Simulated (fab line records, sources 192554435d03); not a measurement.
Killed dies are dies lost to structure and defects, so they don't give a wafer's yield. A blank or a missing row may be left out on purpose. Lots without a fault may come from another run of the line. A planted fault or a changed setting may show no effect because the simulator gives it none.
Chamber matching | flow n5_finfet | N5_BEOL_M7_DESCUM_16 on rie_diel-04: 4 sister chambers
The step chemistry O2, time 7.9 s. 20 wafers are shown with their chamber, then 10 later ones without.

WAFERS WITH THEIR CHAMBER
wafer  | chamber | throttle_valve_pct (%) | showerhead_plenum_p_Torr (Torr) | rf_vpp_V (V)
L075.1 | 1       | 20.8                   | 2.00                            | 239.2
L075.2 | 0       | 20.2                   | 2.25                            | 246.4
L075.3 | 3       | 19.7                   | 2.09                            | 242.6
L075.4 | 2       | 20.5                   | 2.14                            | 243.7
L075.5 | 3       | 19.7                   | 2.10                            | 243.2
L075.6 | 2       | 20.5                   | 2.14                            | 243.2
L078.1 | 2       | 20.5                   | 2.14                            | 242.9
L078.2 | 0       | 20.2                   | 2.25                            | 244.8
L078.6 | 2       | 20.5                   | 2.14                            | 243.9
L080.1 | 3       | 19.7                   | 2.09                            | 242.7
L080.2 | 2       | 20.5                   | 2.14                            | 243.3
L080.6 | 2       | 20.5                   | 2.14                            | 242.7
L082.2 | 3       | 19.7                   | 2.09                            | 243.2
L082.5 | 0       | 20.2                   | 2.25                            | 245.2
L082.6 | 1       | 20.8                   | 1.99                            | 241.3
L088.2 | 2       | 20.5                   | 2.13                            | 242.8
L088.3 | 3       | 19.7                   | 2.09                            | 244.6
L088.6 | 1       | 20.6                   | 2.26                            | 244.1
L089.3 | 3       | 19.7                   | 2.09                            | 244.3
L089.4 | 2       | 20.5                   | 2.13                            | 243.2

SIGNATURES (means of the wafers above)
reading                  | chamber 0 | chamber 1 | chamber 2 | chamber 3 | scatter within a chamber
throttle_valve_pct       | 20.200    | 20.733    | 20.500    | 19.700    | 0.0408
showerhead_plenum_p_Torr | 2.2500    | 2.0833    | 2.1375    | 2.0917    | 0.0543
rf_vpp_V                 | 245.467   | 241.533   | 243.213   | 243.433   | 1.07
Rule: a wafer's distance from a chamber is the root of the sum, over the readings, of the square of ((its reading less the chamber's mean) divided by the reading's scatter). The wafer belongs to the nearest chamber; if the next one is less than 2 further off, it can't be placed. The scatter: the root of (the sum of the squares of (reading less its chamber's mean) over the shown wafers, divided by (wafers less chambers)).

WAFERS WITHOUT THEIR CHAMBER
wafer  | throttle_valve_pct (%) | showerhead_plenum_p_Torr (Torr) | rf_vpp_V (V)
L089.6 | 19.8                   | 2.09                            | 243.2
L094.2 | 20.5                   | 2.13                            | 241.9
L094.5 | 20.6                   | 2.25                            | 246.0
L094.6 | 20.2                   | 2.25                            | 243.5
L095.1 | 19.8                   | 2.08                            | 243.9
L095.3 | 20.2                   | 2.24                            | 244.6
L095.4 | 20.6                   | 2.25                            | 244.4
L097.1 | 20.6                   | 2.25                            | 245.2
L097.2 | 19.8                   | 2.08                            | 242.7
L097.5 | 19.8                   | 2.08                            | 244.5

WHICH CHAMBER EACH WENT THROUGH
wafer  | from the rows above     | in truth
L089.6 | 3                       | 3
L094.2 | 2                       | 2
L094.5 | can't be placed: 2 or 1 | 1
L094.6 | 0                       | 0
L095.1 | 3                       | 3
L095.3 | 0                       | 0
L095.4 | can't be placed: 2 or 1 | 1
L097.1 | can't be placed: 2 or 1 | 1
L097.2 | 3                       | 3
L097.5 | 3                       | 3
Placed correctly: 7 of 10. Can't be placed from these rows: 3 (the true chamber is among the candidates in 3). Placed wrongly: 0.
